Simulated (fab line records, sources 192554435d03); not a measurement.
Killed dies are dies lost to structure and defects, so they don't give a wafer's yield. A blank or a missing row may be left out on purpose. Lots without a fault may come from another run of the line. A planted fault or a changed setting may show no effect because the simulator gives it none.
A struck lot beside a sound one | flow n5_finfet | 29 steps out of a route of 1938
Sound: wafers L641.2, L641.5, L641.6. Struck: wafers L645.2, L645.3, L645.6. The cause comes at the end.
At each step with rows: each side's tool, then ch and its chambers, then its first start. Under that, the readings that differ: sound wafers | struck wafers | difference of the means | sigmas: that difference in standard deviations of wafers without a fault.
alike: readings whose means differ by less than 2 such deviations, and words and numbers that are the same on both sides. not compared: withheld readings, readings that some wafer has no value for, bounds like >300 that may hide the same value, and numbers for which the record gives no deviation and whose values overlap.
The two part at a step that has a row with sigmas, a row that says differs or no value, or rows on one side only. Numbers that don't overlap but have no deviation are shown without sigmas and don't part them. A reading that every wafer of one side lacks parts them only if that side has two wafers or more.

N5_STI_FIN_REVEAL_INSPECT_13: inspects for defects (darkfield).
  sound on defect_inspect-02, day 3 20:25; struck on defect_inspect-02, day 4 22:26
  alike: raw_defect_count
then, 2 steps without rows for these wafers: N5_DUMMY_GATE_PRECLEAN_00 (cleans in O3/DIW, time 60 s); N5_DUMMY_GATE_SRD_01 (time 30 s).
N5_DUMMY_GATE_ALD_02: deposits SiO2, target thk 2 nm, pulse time 1 s.
  sound on ald_sin-02 ch 1,2, day 3 20:31; struck on ald_sin-01 ch 1,3, day 4 23:34
  alike: heater_power_w, precursor_pulse_height_rel
then, 3 steps without rows for these wafers: N5_DUMMY_GATE_CVD_03 (deposits a-Si from SiH4, target thk 150 nm, time 8042 s); N5_DUMMY_GATE_PRECLEAN_46 (cleans in DIW, time 89.5 s); N5_DUMMY_GATE_SRD_47 (dry time 32 s).
N5_DUMMY_GATE_CMP_04: polishes a-Si.
  sound on cmp-02 ch 0,1,3, day 4 00:26; struck on cmp-04 ch 0,1,3, day 5 03:29
  alike: edge_zone_pressure_frac, motor_current_A, time_to_endpoint_s
N5_DUMMY_GATE_THK_MEAS_05:
  sound on film_metro-01, day 4 00:37; struck on film_metro-02, day 5 03:40
  reading     | sound          | struck         | difference | sigmas
  thk_nm (nm) | 73.7 73.8 74.9 | 71.3 70.4 71.1 | -3.2       | -2
then, 3 steps without rows for these wafers: N5_DUMMY_GATE_HM_DEP_06 (deposits SiNx from DCS/NH3, target thk 80 nm, time 5141 s); N5_DUMMY_GATE_PECVD_30 (deposits SiO2 from TEOS/O2, target thk 55 nm, time 10.8 s); N5_DUMMY_GATE_COAT_34 (time 60 s, resist thk 60 nm).
N5_DUMMY_GATE_COAT_35: time 60 s, resist thk 10 nm.
  sound on litho_track-03 ch 0, day 4 04:38; struck on litho_track-02 ch 0, day 5 07:42
  reading                                       | sound                | struck               | difference | sigmas
  spin_speed_rpm (rpm)                          | 1498.5 1498.9 1499.1 | 1388.3 1388.9 1388.8 | -110.2     | -99 or more
  model.SiARC_of_DUMMY_GATE_COAT_35.thk_nm (nm) | 10 10 10             | 10.4 10.4 10.4       | +0.4       |
  alike: plate_temp_C, resist_line_temp_C
then, 7 steps without rows for these wafers: N5_DUMMY_GATE_COAT_28 (time 60 s, resist thk 10 nm); N5_DUMMY_GATE_COAT_09 (resist thk 30 nm); N5_DUMMY_GATE_EBR_11; N5_DUMMY_GATE_SOFTBAKE_10 (time 60 s); N5_DUMMY_GATE_EXPOSE_12 (exposes mask GATE, target cd 25 nm); N5_DUMMY_GATE_PEB_13 (peb time 60 s); N5_DUMMY_GATE_DEVELOP_14 (develop time 30 s).
N5_DUMMY_GATE_CD_MEAS_15: target cd 25.8 nm.
  sound on cd_sem-03 ch 0, day 4 04:54; struck on cd_sem-02 ch 0, day 5 08:05
  alike: cd_nm
N5_DUMMY_GATE_OVL_MEAS_16:
  sound on overlay-02 ch 0, day 4 04:56; struck on overlay-02 ch 0, day 5 08:08
  alike: GATE_OVL
N5_DUMMY_GATE_INSPECT_17: inspects for defects (brightfield).
  sound on defect_inspect-01, day 4 05:00; struck on defect_inspect-01, day 5 08:11
  alike: raw_defect_count
N5_DUMMY_GATE_DESCUM_20: chemistry O2, time 6.2 s.
  sound on rie_diel-02 ch 1,2,3, day 4 05:05; struck on rie_diel-02 ch 2,3, day 5 08:13
  alike: drypump_motor_current_A, oes_product_au, rf_vpp_V, showerhead_plenum_p_Torr, throttle_valve_pct
  not compared: rf_hours_counter_h
N5_DUMMY_GATE_ETCH_29: etches underlayer in N2/H2, target depth 13 nm.
  sound on rie_diel-02 ch 1,2,3, day 4 05:10; struck on rie_diel-02 ch 2,3, day 5 08:17
  alike: drypump_motor_current_A, oes_product_au, rf_vpp_V, showerhead_plenum_p_Torr, throttle_valve_pct
  not compared: rf_hours_counter_h
N5_DUMMY_GATE_ETCH_36: etches SiARC in CF4, target depth 13 nm.
  sound on rie_diel-02 ch 1,2,3, day 4 05:12; struck on rie_diel-02 ch 2,3, day 5 08:19
  alike: drypump_motor_current_A, oes_product_au, rf_vpp_V, showerhead_plenum_p_Torr, throttle_valve_pct
  not compared: rf_hours_counter_h
N5_DUMMY_GATE_ETCH_37: etches SOC in N2/H2, target depth 60 nm, overetch 30 nm.
  sound on rie_diel-02 ch 1,2,3, day 4 05:14; struck on rie_diel-02 ch 2,3, day 5 08:22
  alike: drypump_motor_current_A, oes_product_au, rf_vpp_V, showerhead_plenum_p_Torr, throttle_valve_pct
  not compared: rf_hours_counter_h, model.SiARC_of_DUMMY_GATE_COAT_35.thk_nm
then, 1 step without rows for these wafers: N5_DUMMY_GATE_STRIP_38 (strips in N2/H2).
-- the record jumps here: 10 days lie between the struck wafers' starts before and after (it left off in module DUMMY_GATE and takes up again in module PASSIVATION, whose first step shown is number 1936 of the route) --
N5_PASSIVATION_PROBE_49:
  sound on prober-01, day 13 16:25; struck on prober-02, day 15 04:43
  alike: killed_at_M0_to_M3, killed_at_M4_up, killed_at_contacts, killed_at_front_end, killed_at_other, killed_dies, killed_on_rim, killed_open, killed_short

WHERE THEY PART
First at N5_DUMMY_GATE_THK_MEAS_05; last, within this record, at N5_DUMMY_GATE_COAT_35. Later steps at which nothing parts them and some readings are alike: N5_DUMMY_GATE_CD_MEAS_15, N5_DUMMY_GATE_OVL_MEAS_16, N5_DUMMY_GATE_INSPECT_17, N5_DUMMY_GATE_DESCUM_20, N5_DUMMY_GATE_ETCH_29, N5_DUMMY_GATE_ETCH_36, N5_DUMMY_GATE_ETCH_37, N5_PASSIVATION_PROBE_49.

WHY: what the simulator had put in
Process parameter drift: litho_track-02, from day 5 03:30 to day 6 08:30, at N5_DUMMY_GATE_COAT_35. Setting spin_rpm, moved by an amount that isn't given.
